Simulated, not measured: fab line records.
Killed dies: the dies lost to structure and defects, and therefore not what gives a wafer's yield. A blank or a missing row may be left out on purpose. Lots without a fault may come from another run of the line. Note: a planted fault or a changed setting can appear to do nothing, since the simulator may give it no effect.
Which tool was responsible? ; flow n5_finfet ; Sampling: 24 lots, 72 wafers, 3 of 1938 route steps

WHAT THE GAUGES READ, wafer by wafer
N5_MOL_CONTACT_COAG_OVL_MEAS_09.
lot;measured;on;CA_OVL (nm)
L075;day 5 03:54;overlay-01;-0.5 -0.5 0.0
L074;day 5 05:22;overlay-02;0.5 1.0 0.7
L076;day 5 06:38;overlay-02;0.6 -0.5 0.4
L077;day 5 12:34;overlay-02;-1.1 -0.4 0.4
L078;day 5 21:11;overlay-02;0.0 -0.4 0.2
L079;day 5 23:32;overlay-02;-0.5 -0.1 -0.2
L080;day 6 07:02;overlay-01;0.8 0.2 0.6
L081;day 6 12:49;overlay-01;-0.6 0.0 -0.1
L082;day 6 19:49;overlay-01;-0.9 -0.1 0.6
L083;day 7 02:21;overlay-01;-0.7 -1.2 0.0
L084;day 7 06:36;overlay-01;-0.5 0.8 -0.3
L085;day 7 13:31;overlay-01;0.3 -0.2 -0.2
L086;day 8 01:04;overlay-01;-0.9 -0.1 0.3
L087;day 8 04:46;overlay-02;0.2 -0.5 0.8
L088;day 8 07:06;overlay-02;0.7 -0.3 0.0
L089;day 8 09:47;overlay-01;-0.4 0.9 0.2
L090;day 8 16:59;overlay-01;-0.3 0.1 -0.3
L091;day 9 03:13;overlay-01;-0.5 0.4 0.5
L092;day 9 04:08;overlay-01;0.4 -0.3 -0.6
L093;day 9 12:00;overlay-01;0.1 0.7 0.0
L094;day 9 17:58;overlay-01;-0.2 -0.9 0.0
L095;day 9 22:15;overlay-01;-0.3 0.8 -0.3
L096;day 10 03:38;overlay-01;0.4 0.3 0.2
L097;day 10 14:49;overlay-01;-0.8 -0.8 -0.3

N5_MOL_CONTACT_COAG_INSPECT_10: inspects for defects (brightfield).
lot;measured;on;raw_defect_count
L075;day 5 03:58;defect_inspect-01;92 63 96
L074;day 5 05:25;defect_inspect-02;69 42 47
L076;day 5 06:40;defect_inspect-01;75 47 44
L077;day 5 12:37;defect_inspect-01;161 44 105
L078;day 5 21:14;defect_inspect-02;108 68 110
L079;day 5 23:35;defect_inspect-02;82 66 76
L080;day 6 07:05;defect_inspect-02;114 71 71
L081;day 6 12:52;defect_inspect-01;134 142 111
L082;day 6 19:52;defect_inspect-02;68 75 94
L083;day 7 02:23;defect_inspect-02;122 119 82
L084;day 7 06:39;defect_inspect-01;48 55 68
L085;day 7 13:34;defect_inspect-01;112 70 90
L086;day 8 01:07;defect_inspect-01;133 70 97
L087;day 8 04:50;defect_inspect-02;73 90 101
L088;day 8 07:10;defect_inspect-01;61 38 109
L089;day 8 09:50;defect_inspect-02;75 116 114
L090;day 8 17:03;defect_inspect-01;72 128 131
L091;day 9 03:16;defect_inspect-02;89 85 93
L092;day 9 04:12;defect_inspect-01;52 96 96
L093;day 9 12:04;defect_inspect-01;145 84 97
L094;day 9 18:02;defect_inspect-02;106 92 145
L095;day 9 22:18;defect_inspect-01;47 58 144
L096;day 10 03:41;defect_inspect-02;63 71 68
L097;day 10 14:52;defect_inspect-01;68 53 75

EACH LOT AND THE TOOL THAT RAN IT (in order: tool; ch and the chambers of the sampled wafers; start)
lot;N5_GATE_CUT_VAPOR_ETCH_49
L075;rie_metal-02 ch 0,1, day 4 22:20
L074;rie_metal-01 ch 1, day 5 01:40
L076;rie_metal-03 ch 0,1, day 5 02:59
L077;rie_metal-03 ch 0,1, day 5 09:12
L078;rie_metal-01 ch 0,1, day 5 17:58
L079;rie_metal-03 ch 0,1, day 5 20:18
L080;rie_metal-01 ch 0,1, day 6 03:56
L081;rie_metal-03 ch 0,1, day 6 09:04
L082;rie_metal-02 ch 0,1, day 6 16:31
L083;rie_metal-01 ch 0,1, day 6 23:16
L084;rie_metal-02 ch 0,1, day 7 03:29
L085;rie_metal-02 ch 0,1, day 7 10:25
L086;rie_metal-02 ch 0,1, day 7 18:41
L087;rie_metal-02 ch 0,1, day 8 01:41
L088;rie_metal-02 ch 0,1, day 8 04:01
L089;rie_metal-03 ch 0,1, day 8 06:39
L090;rie_metal-03 ch 0,1, day 8 13:22
L091;rie_metal-02 ch 0,1, day 8 22:54
L092;rie_metal-03 ch 0,1, day 9 01:03
L093;rie_metal-03 ch 0,1, day 9 08:55
L094;rie_metal-03 ch 0,1, day 9 14:53
L095;rie_metal-02 ch 1, day 9 18:32
L096;rie_metal-02 ch 1, day 10 00:22
L097;rie_metal-02 ch 1, day 10 11:40
- N5_GATE_CUT_VAPOR_ETCH_49: etches TiAlC in BCl3/Cl2.

AS READ BY THE TOOLS THEMSELVES (means over the sampled wafers that have a number; for cases with no such wafer, the mark the record gives instead)
N5_GATE_CUT_VAPOR_ETCH_49.
lot;tool;drypump_motor_current_A (A);oes_product_au (a.u.)
L075;rie_metal-02;5.83;0.62
L074;rie_metal-01;5.38;0.69
L076;rie_metal-03;5.72;0.70
L077;rie_metal-03;5.49;0.79
L078;rie_metal-01;5.44;0.76
L079;rie_metal-03;5.49;0.79
L080;rie_metal-01;5.52;0.83
L081;rie_metal-03;5.71;0.69
L082;rie_metal-02;5.81;0.61
L083;rie_metal-01;5.44;0.75
L084;rie_metal-02;5.84;0.61
L085;rie_metal-02;5.83;0.60
L086;rie_metal-02;5.82;0.61
L087;rie_metal-02;5.87;0.62
L088;rie_metal-02;5.86;0.62
L089;rie_metal-03;5.49;0.90
L090;rie_metal-03;5.71;0.94
L091;rie_metal-02;5.82;0.60
L092;rie_metal-03;5.70;0.93
L093;rie_metal-03;5.72;0.92
L094;rie_metal-03;5.72;0.92
L095;rie_metal-02;5.94;0.62
L096;rie_metal-02;5.93;0.62
L097;rie_metal-02;5.89;0.61

THE ANSWER, worked out from the rows above alone
Rule: the lots themselves supply what counts as usual. The widest of any qualifying gaps counts: lots, ordered by their means at a reading, are off when they make up no more than a third of the lots, leave a main group of 4 or more, and stand apart from it by 3 or more times the standard deviation of that group's means. The tables above print the reading to a certain number of digits; a main group whose means all agree to those digits is not used. A lot without any number at a reading at which 4 lots or more have one is off too. Where the step has rows for the other lots, those lots are counted as sound. First the gauges in route order, then the tools' own readings, where a lot's mean is used as printed above. The first step at which some lot is off is used, and at that step the reading that is off furthest; a lot without a number counts as furthest.
Nothing can be told from this: no lot is off at any reading shown.

WHAT THE SIMULATOR HAD PUT IN
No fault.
